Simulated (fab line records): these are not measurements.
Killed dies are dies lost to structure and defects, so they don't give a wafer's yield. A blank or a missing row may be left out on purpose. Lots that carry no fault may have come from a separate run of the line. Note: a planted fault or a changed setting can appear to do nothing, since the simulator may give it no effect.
Comparing a struck lot with a sound one / flow n5Finfet / 41 steps out of a route of 1938
Sound: the wafers L236.1, L236.4, L236.6. Wafers L239.2, L239.4, L239.6 were the ones struck. The cause is named last.
Per side, at each step with rows, come the tool, then ch with its chambers, and then its first start. Under that, the readings that differ: sound wafers / struck wafers / difference of the means / sigmas: that difference in standard deviations of wafers without a fault.
alike: readings with means less than 2 such deviations apart, plus words and numbers identical on both sides. not compared: withheld readings, readings lacking a value on some wafer, bounds such as >300 that could conceal the same value, and numbers that have no deviation in the record and whose values overlap.
Wherever a step has rows on one side only, a row that says differs or no value, or a row with sigmas, the two part there. Numbers that don't overlap but have no deviation are shown without sigmas and don't part them. Lack of a reading on every wafer of one side parts them only where that side has two or more wafers.

first, 10 steps without rows for these wafers: N5_PMOS_HMC_CHANNEL_EPI_PRECLEAN_37 (cleans in O3/DIW, time 45 s); N5_PMOS_HMC_CHANNEL_EPI_PRECLEAN_24 (cleans in DHF, time 30 s); N5_PMOS_HMC_CHANNEL_EPI_SRD_25 (time 30 s); N5_PMOS_HMC_CHANNEL_EPI_EPI_26 (deposits Si from SiH4/H2, target thk 3.8 nm, time 22.7 s); N5_FIN_SAQP_PRECLEAN_42 (cleans in O3/DIW, time 60 s); N5_FIN_SAQP_PRECLEAN_00 (cleans in SC1, time 60 s); N5_FIN_SAQP_PRECLEAN_44 (cleans in SC2, time 45 s); N5_FIN_SAQP_SRD_01 (time 30 s); N5_FIN_SAQP_ALD_61 (deposits SiO2, target thk 4 nm, pulse time 1 s, purge time 2 s); N5_FIN_SAQP_DENSIFY_62 (time 60 s).
N5_FIN_SAQP_HM_DEP_03: deposits SiNx from SiH4/NH3/N2, target thk 38 nm, time 33.6 s.
  sound on pecvd-02 ch 0,2, day 4 15:54; struck on pecvd-02 ch 1,2, day 5 10:17
  alike: heaterPowerW, showerheadPlenumPTorr, throttleValvePct
  not compared: sinceWetCleanH
then, 12 steps without rows for these wafers: N5_FIN_SAQP_PECVD_47 (deposits a-Si from SiH4/He, target thk 45 nm, time 36.3 s); N5_FIN_SAQP_PECVD_48 (deposits SiNx from SiH4/NH3/N2, target thk 25 nm, time 22.1 s); N5_FIN_SAQP_PECVD_06 (deposits a-Si from SiH4/He, target thk 60 nm, time 48.1 s); N5_FIN_SAQP_HM_DEP_72 (deposits SiO2 from SiH4/N2O, target thk 12 nm, time 7.2 s); N5_FIN_SAQP_COAT_49 (time 60 s, resist thk 100 nm); N5_FIN_SAQP_COAT_50 (time 60 s, resist thk 35 nm); N5_FIN_SAQP_COAT_10 (resist thk 90 nm); N5_FIN_SAQP_EBR_12; N5_FIN_SAQP_SOFTBAKE_11 (time 60 s); N5_FIN_SAQP_EXPOSE_13 (exposes mask FIN CORE, target cd 35.6 nm); N5_FIN_SAQP_PEB_14 (peb time 60 s); N5_FIN_SAQP_DEVELOP_15 (develop time 30 s).
N5_FIN_SAQP_INSPECT_18: inspects for defects (brightfield).
  sound on defectInspect-01, day 4 16:44; struck on defectInspect-02, day 5 12:34
reading=rawDefectCount; sound=335 538 440; struck=1113 1123 1115; difference=+679; sigmas=+7
then, 12 steps without rows for these wafers: N5_FIN_SAQP_DESCUM_21 (chemistry O2, time 7.9 s); N5_FIN_SAQP_ETCH_51 (etches SiARC in CF4, target depth 45.5 nm, time 75.8 s); N5_FIN_SAQP_ETCH_52 (etches SOC in N2/H2, target depth 100 nm, overetch 20 nm, time 150 s); N5_FIN_SAQP_STRIP_53 (strips in N2/H2); N5_FIN_SAQP_HM_OPEN_73 (chemistry CHF3/O2, target SiO2, stops on a-Si, target depth 12 nm, time 16.8 s); N5_FIN_SAQP_STRIP_74 (strips in CHF3/O2); N5_FIN_SAQP_MANDREL_ETCH_22 (etches a-Si in HBr/Cl2, stops on SiNx, target depth 60 nm, bt time 10 s, time 30 s); N5_FIN_SAQP_STRIP_55 (strips in N2/H2); N5_FIN_SAQP_STRIP_23 (strips in SPM, time 750 s); N5_FIN_SAQP_SRD_66 (time 30 s); N5_FIN_SAQP_RECESS_75 (chemistry HF/NH3, target SiO2, target depth 14.4 nm, afs cycles 3, sublimation time 60 s); N5_FIN_SAQP_SPACER1_ALD_24 (deposits SiO2, target thk 20.3 nm, pulse time 1 s, purge time 2 s).
N5_FIN_SAQP_INSPECT_40: inspects for defects (brightfield).
  sound on defectInspect-02, day 4 22:43; struck on defectInspect-01, day 5 18:36
reading=rawDefectCount; sound=250 260 225; struck=748 718 676; difference=+469; sigmas=+8
N5_FIN_CUT_INSPECT_10: inspects for defects (brightfield).
  sound on defectInspect-01, day 4 23:07; struck on defectInspect-02, day 5 18:59
reading=rawDefectCount; sound=40 43 32; struck=598 618 573; difference=+558; sigmas=+51
N5_FIN_CUT_INSPECT_17: inspects for defects (brightfield).
  sound on defectInspect-01, day 5 00:06; struck on defectInspect-01, day 5 20:00
reading=rawDefectCount; sound=239 244 205; struck=755 709 679; difference=+485; sigmas=+8
-- a jump in the record: the struck wafers' starts before and after are 7 days apart (it breaks off in module FIN_CUT and resumes in module BEOL_M4, where the first step shown is number 1111 of the route) --
N5_BEOL_M4_RC_MEAS_101:
  sound on prober-01 ch 0, day 10 21:54; struck on prober-01 ch 0, day 12 14:52
reading=IOFF_P (nA/um); sound=0.26 0.30 0.28; struck=0.19 0.18 0.16; difference=-0.10; sigmas=-3
reading=ION_P (uA/um); sound=470 472 477; struck=456 458 456; difference=-16; sigmas=-2
reading=VT_P (mV); sound=-245 -244 -242; struck=-251 -253 -254; difference=-9; sigmas=-3
  alike: DIBL_N, DIBL_P, IOFF_N, ION_N, SS_N, SS_P, VT_N
-- record jumps: 5 days separate the struck wafers' starts on either side; left off in module BEOL_M4, taken up again in module PASSIVATION, whose first shown step is the route's number 1936 --
N5_PASSIVATION_PROBE_49:
  the record has rows for the struck wafers here (prober-02, day 17 12:37) and none for the sound ones

WHERE THEY PART
At N5_FIN_SAQP_INSPECT_18 first; at N5_PASSIVATION_PROBE_49 last (within this record only).

WHY: what the simulator had put in
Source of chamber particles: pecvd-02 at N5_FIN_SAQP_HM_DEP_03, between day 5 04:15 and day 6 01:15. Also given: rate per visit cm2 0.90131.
